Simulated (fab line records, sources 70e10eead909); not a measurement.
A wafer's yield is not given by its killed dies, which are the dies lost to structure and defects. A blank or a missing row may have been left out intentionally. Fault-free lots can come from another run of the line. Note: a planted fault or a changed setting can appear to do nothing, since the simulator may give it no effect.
Comparing a struck lot with a sound one    flow nandHarc    16 steps out of a route of 1302
Sound: wafers L369.2, L369.3, L369.5. Struck: wafers L374.1, L374.3, L374.4. The cause comes at the end.
Order at every step that has rows: each side's tool, ch and its chambers, its first start. Under that, the readings that differ: sound wafers    struck wafers    difference of the means    sigmas: that difference in standard deviations of wafers without a fault.
alike: a reading whose means differ by less than 2 such deviations, as well as words and numbers matching on both sides. not compared: withheld readings; readings where some wafer has no value; bounds like >300 that might hide an equal value; numbers whose values overlap and for which the record gives no deviation.
Wherever a step has rows on one side only, a row that says differs or no value, or a row with sigmas, the two part there. Non-overlapping numbers with no deviation appear without sigmas and do not part them. A reading missing from all wafers of one side parts the sides only when that side holds two or more wafers.

NHARC_A_DECK1_JOINT_INSPECT_05:
  struck on defectInspect-01, day 16 00:40; sound on defectInspect-01, day 12 22:36
  alike: rawDefectCount
following that, 1 step holds no rows for these wafers, namely NHARC_A_ONON_D2_DEP_00 (target thickness 1000 nm).
NHARC_A_ONON_D2_THK_MEAS_02: measures by ellipsometry.
  struck on filmMetro-02, day 16 01:15; sound on filmMetro-02, day 12 23:11
  alike: thkNm
following that, 1 step holds no rows for these wafers, namely NHARC_A_ONON_D2_DEP_03 (target thickness 1000 nm).
NHARC_A_ONON_D2_THK_MEAS_05: measures by ellipsometry.
  struck on filmMetro-02, day 16 01:49; sound on filmMetro-02, day 12 23:45
  alike: thkNm
following that, 1 step holds no rows for these wafers, namely NHARC_A_ONON_D2_DEP_06 (target thickness 1000 nm).
NHARC_A_ONON_D2_THK_MEAS_08: measures by ellipsometry.
  struck on filmMetro-01, day 16 02:23; sound on filmMetro-01, day 13 00:20
  alike: thkNm
following that, 1 step holds no rows for these wafers, namely NHARC_A_ONON_D2_DEP_09 (target thickness 1000 nm).
NHARC_A_ONON_D2_THK_MEAS_11: measures by ellipsometry.
  struck on filmMetro-02, day 16 02:57; sound on filmMetro-01, day 13 00:54
  alike: thkNm
following that, 1 step holds no rows for these wafers, namely NHARC_A_ONON_D2_DEP_12 (target thickness 1000 nm).
NHARC_A_ONON_D2_THK_MEAS_14: measures by ellipsometry.
  struck on filmMetro-02, day 16 03:31; sound on filmMetro-01, day 13 01:28
  alike: thkNm
then, 1 step without rows for these wafers: NHARC_A_ONON_D2_ANNEAL_15 (time 3600 s).
NHARC_A_ONON_D2_DEP_16: target thk 1000 nm.
  sound on pecvdOnon-03 ch 0, day 13 08:24; struck on pecvdOnon-03 ch 0, day 16 11:21
  alike: n2oFlowSccm, susceptorTempC
NHARC_A_ONON_D2_THK_MEAS_18: measures by ellipsometry.
  struck on filmMetro-01, day 16 11:52; sound on filmMetro-02, day 13 08:51
reading     sound           struck          difference  sigmas
thkNm (nm)  1009 1008 1008  1569 1568 1569  +560        +64
following that, 1 step holds no rows for these wafers, namely NHARC_A_ONON_D2_DEP_19 (target thickness 1000 nm).
-- record jumps: 12 days between struck wafers' starts before vs after; left off in module A_ONON_D2, resumes in module END, first step shown is number 1302 of the route --
NHARC_END_SORT_01:
  at this point the record logs the struck wafers (prober-02 ch 0, day 28 15:35) and has no rows for the sound ones

## WHERE THEY PART
At NHARC_A_ONON_D2_THK_MEAS_18 first; at NHARC_END_SORT_01 last (within this record only).

WHY: whatever the simulator had introduced
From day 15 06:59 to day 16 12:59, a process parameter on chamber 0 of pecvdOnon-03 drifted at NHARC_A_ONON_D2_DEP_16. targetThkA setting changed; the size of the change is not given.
